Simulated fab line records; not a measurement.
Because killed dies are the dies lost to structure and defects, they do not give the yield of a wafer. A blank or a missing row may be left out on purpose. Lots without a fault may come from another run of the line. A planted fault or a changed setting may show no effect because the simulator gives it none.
A lot that was struck, set against a sound lot -- flow n5Finfet -- 37 out of 1938 route steps
Sound: the wafers L275.1, L275.2, L275.5. Wafers L293.1, L293.3, L293.6 were the ones struck. The cause comes at the end.
Each step with rows lists, per side, the tool, then ch with its chambers, then its first start. Under that, the readings that differ: sound wafers -- struck wafers -- difference of the means -- sigmas: that difference in standard deviations of wafers without a fault.
alike: same words and numbers on both sides, and readings whose means sit less than 2 such deviations apart. not compared: any withheld reading, any reading some wafer has no value for, any bound like >300 that may hide the same value, and any number with overlapping values for which the record gives no deviation.
Wherever a step has rows on one side only, a row that says differs or no value, or a row with sigmas, the two part there. Numbers that have no deviation but don't overlap get no sigmas and don't part them. Lack of a reading on every wafer of one side parts them only where that side has two or more wafers.

first, 9 steps without rows for these wafers: N5_BEOL_M4_ANNEAL_95 (time 240 s); N5_BEOL_M4_SPUTTER_96 (material Cu, target thk 4.5 nm, time 8.29 s); N5_BEOL_M4_ECD_50 (material Cu, target thk 300 nm); N5_BEOL_M4_ANNEAL_51 (time 90 s); N5_BEOL_M4_CMP_52 (polishes, stops on SiOC, t overpolish 6.8 s, target thk 40 nm); N5_BEOL_M4_PRE_CLEAN_60 (time 15 s); N5_BEOL_M4_CO_CAP_55 (material Co, precursor CCTBA/H2, target thk 2 nm, time 102.1 s); N5_BEOL_M4_PRE_CLEAN_56 (time 15 s); N5_BEOL_M4_DEP_57 (deposits SiCN from 3MS/NH3, target thk 8 nm, time 14 s).
N5_BEOL_M4_RC_MEAS_101:
  sound on prober-01 ch 0, day 7 22:02; struck on prober-02 ch 0, day 12 16:51
  alike: DIBL_N, DIBL_P, IOFF_N, IOFF_P, ION_N, ION_P, SS_N, SS_P, VT_N, VT_P
then, 24 steps without rows for these wafers: N5_BEOL_M5_ILD_DEP_00 (deposits SiCOH lowk from DEMS/porogen, target thk 140.64 nm, time 25.9 s); N5_BEOL_M5_CURE_79 (cures SiCOH lowk, time 240 s); N5_BEOL_M5_PECVD_70 (deposits SiO2 from TEOS/O2, target thk 16 nm, time 18 s); N5_BEOL_M5_HM_DEP_02 (deposits TiN, target thk 20 nm); N5_BEOL_M5_COAT_59 (time 60 s, resist thk 60 nm); N5_BEOL_M5_COAT_60 (time 60 s, resist thk 12 nm); N5_BEOL_M5_COAT_71 (time 60 s, resist thk 5 nm); N5_BEOL_M5_COAT_05 (resist thk 30 nm); N5_BEOL_M5_EBR_07; N5_BEOL_M5_SOFTBAKE_06 (time 60 s); N5_BEOL_M5_EXPOSE_08 (exposes mask M5, target cd 28 nm); N5_BEOL_M5_PEB_09 (peb time 60 s); N5_BEOL_M5_DEVELOP_10 (develop time 30 s); N5_BEOL_M5_DESCUM_16 (chemistry O2, time 7 s); N5_BEOL_M5_ETCH_72 (etches underlayer in N2/H2, target depth 6.5 nm, time 5.2 s); N5_BEOL_M5_ETCH_61 (etches SiARC in CF4, target depth 15.6 nm, time 26 s); N5_BEOL_M5_ETCH_62 (etches SOC in N2/H2, target depth 75 nm, overetch 15 nm, time 112.5 s); N5_BEOL_M5_STRIP_63 (strips in N2/H2); N5_BEOL_M5_STRIP_73 (strips in N2/H2); N5_BEOL_M5_STRIP_64 (strips in CF4); N5_BEOL_M5_HM_OPEN_17 (chemistry Cl2/BCl3, target TiN, target depth 20 nm, overetch 6 nm); N5_BEOL_M5_STRIP_19 (strips in O2); N5_BEOL_M5_COAT_65 (time 60 s, resist thk 60 nm); N5_BEOL_M5_COAT_66 (time 60 s, resist thk 12 nm).
N5_BEOL_M7_ETCH_66: etches SOC in N2/H2, target depth 80 nm, overetch 16 nm, time 120 s.
  sound on rieDiel-03 ch 1,2,3, day 8 19:17; struck on rieDiel-01 ch 0,1,2, day 13 17:42
  no value came back on the struck wafers for any of 7 readings (biasW (W), chamberPressureMTorr (mTorr) and others); on the sound wafers biasW (W) reads 150.3 149.8 149.9
reading,sound,struck,difference,sigmas
model.CAR-EUV_of_BEOL_M7_COAT_22.thkNm (nm),0 0 0,11.2 11 11,+11.1,
model.SiARC_of_BEOL_M7_COAT_64.thkNm (nm),6.4 6.6 6.6,12 12 12,+5,
model.underlayer_of_BEOL_M7_COAT_71.thkNm (nm),0 0 0,5 5 5,+5,
  not compared: rfHoursCounterH
N5_BEOL_M7_VIA_ETCH_34: etches SiCOH lowk in C4F6/O2, target depth 125.5 nm, time 50.5 s.
  sound on rieDiel-03 ch 1,2,3, day 8 19:23; struck on rieDiel-01 ch 0,1,2, day 13 17:48
reading,sound,struck,difference,sigmas
oesProductAu (a.u.),0.74 0.74 0.74,0.31 0.33 0.26,-0.44,-5
throttleValvePct (%),21.18 21.25 21.16,20.44 20.71 20.90,-0.51,-2
  alike: C4F6_flow_sccm, O2_flow_sccm, drypumpMotorCurrentA, rfVppV, showerheadPlenumPTorr
  not compared: rfHoursCounterH
-- the record jumps here: 3 days lie between the struck wafers' starts before and after (it left off in module BEOL_M7 and takes up again in module PASSIVATION, whose first step shown is number 1936 of the route) --
N5_PASSIVATION_PROBE_49:
  sound: prober-01 at day 11 18:36; struck: prober-01 at day 16 16:49
reading,sound,struck,difference,sigmas
defectLimitedYield (%),88.4 89.6 91.4,0 0 0,-90,-60
killed_at_M4_up,17 6 6,1055 1072 1069,+1056,+99 or more
killedDies,137 123 101,1180 1180 1180,+1060,+59
killedOnRim,18 26 15,152 152 152,+132,+31
sort_bin_5_function (%),8.1 6.4 5.3,95.0 95.1 95.8,+88.7,+81
sortNPass,1043 1057 1079,0 0 0,-1060,-59
sortYieldPct (%),88.4 89.6 91.4,0 0 0,-90,-60
  alike: killed_at_M0_to_M3, killedAtContacts, killedAtFrontEnd, killedAtOther, killedOpen, killedShort, sort_bin_6_memory

WHERE THEY PART
At N5_BEOL_M7_ETCH_66 first; at N5_PASSIVATION_PROBE_49 last (within this record only).

WHY: whatever the simulator had introduced
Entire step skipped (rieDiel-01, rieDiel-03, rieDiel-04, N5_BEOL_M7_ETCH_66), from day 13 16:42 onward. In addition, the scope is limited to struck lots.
